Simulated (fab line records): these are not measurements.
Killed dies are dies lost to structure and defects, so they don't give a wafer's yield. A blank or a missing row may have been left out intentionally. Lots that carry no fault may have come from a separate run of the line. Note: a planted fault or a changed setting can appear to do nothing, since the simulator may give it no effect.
What tool caused it?	flow nand harc	7 lots, 21 wafers sampled, at 1 step of a route of 1302

WHAT EACH GAUGE READ, for each wafer
NHARC_P_BONDPAD_THK_MEAS_20: measures by xrf.
lot	measured	on	thk nm (nm)
L896	day 7 09:12	film metro-02	163.2 161.8 162.4
L899	day 8 15:34	film metro-02	163.9 162.4 159.1
L901	day 9 12:36	film metro-01	163.8 161.9 160.4
L904	day 11 08:22	film metro-01	159.5 160.9 157.6
L910	day 13 07:38	film metro-02	158.5 157.9 160.3
L911	day 13 15:37	film metro-02	161.7 161.6 158.9
L915	day 15 23:50	film metro-02	161.3 160.9 162.5

WHICH TOOL RAN EACH LOT (tool, then ch and the chambers of the sampled wafers, then the start)
The record holds no process step before these readings.

THE ANSWER, worked out from the rows above alone
Rule: the lots themselves supply what counts as usual. Put in order of their means at a reading, lots are off if they are a third of the lots or fewer, leave a main group of 4 or more, and stand apart from it by a gap of 3 or more times the standard deviation of the main group's means; of several such gaps the widest counts. A main group whose means are all the same, to the digits that the tables above print for the reading, isn't used. A lot without any number at a reading at which 4 lots or more have one is off too. All remaining lots with rows at the step are treated as sound.
Nothing can be told from this: no lot is off at any reading shown.

WHAT THE SIMULATOR HAD INSERTED
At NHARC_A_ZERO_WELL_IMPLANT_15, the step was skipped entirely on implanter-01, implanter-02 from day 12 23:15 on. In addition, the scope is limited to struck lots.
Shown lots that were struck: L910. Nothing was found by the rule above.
